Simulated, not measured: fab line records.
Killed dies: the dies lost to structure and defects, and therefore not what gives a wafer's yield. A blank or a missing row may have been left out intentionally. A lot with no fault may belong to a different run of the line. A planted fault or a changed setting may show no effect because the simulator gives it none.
Matching of chambers :: flow nandHarc :: NHARC_A_STAIRCASE_DEP_280 on pecvd-03 has 3 sister chambers
The step deposits SiON, target thk 30 nm. 3 wafers are shown with their chamber, then 9 later ones without.

## WAFERS PAIRED WITH THEIR CHAMBERS
wafer: L077.5
chamber: 2
heaterPowerW (W): 741

wafer: L085.5
chamber: 0
heaterPowerW (W): 796

wafer: L085.6
chamber: 1
heaterPowerW (W): 810

## WAFERS WITH NO CHAMBER GIVEN
wafer: L090.2
heaterPowerW (W): 702

wafer: L090.3
heaterPowerW (W): 701

wafer: L090.4
heaterPowerW (W): 687

wafer: L094.3
heaterPowerW (W): 720

wafer: L094.4
heaterPowerW (W): 747

wafer: L094.6
heaterPowerW (W): 749

wafer: L097.3
heaterPowerW (W): 672

wafer: L097.4
heaterPowerW (W): 738

wafer: L097.5
heaterPowerW (W): 673

## CHAMBER TAKEN BY EACH
wafer: L090.2
from the rows above: can't be placed: 2 or 0 or 1
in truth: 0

wafer: L090.3
from the rows above: can't be placed: 2 or 0 or 1
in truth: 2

wafer: L090.4
from the rows above: can't be placed: 2 or 0 or 1
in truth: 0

wafer: L094.3
from the rows above: can't be placed: 2 or 0 or 1
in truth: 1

wafer: L094.4
from the rows above: can't be placed: 2 or 0 or 1
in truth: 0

wafer: L094.6
from the rows above: can't be placed: 2 or 0 or 1
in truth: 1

wafer: L097.3
from the rows above: can't be placed: 2 or 0 or 1
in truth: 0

wafer: L097.4
from the rows above: can't be placed: 2 or 0 or 1
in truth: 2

wafer: L097.5
from the rows above: can't be placed: 2 or 0 or 1
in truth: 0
0 of 9 placed correctly. Can't be placed from these rows: 9 (the true chamber is among the candidates in 9). Placed wrongly: 0.
How it was worked out, from the rows above alone: a wafer's distance from a chamber is the root of the sum, over the readings, of the square of ((its reading less the chamber's mean) divided by the reading's scatter). If the next closest chamber is less than 2 further off than the closest, the wafer can't be placed; otherwise it belongs to the closest. For every chamber, the mean is computed from those of its wafers that are shown. The scatter (one wafer shown for each chamber): square how far every hidden wafer sits from the nearest shown wafer, average those squares and take the square root.
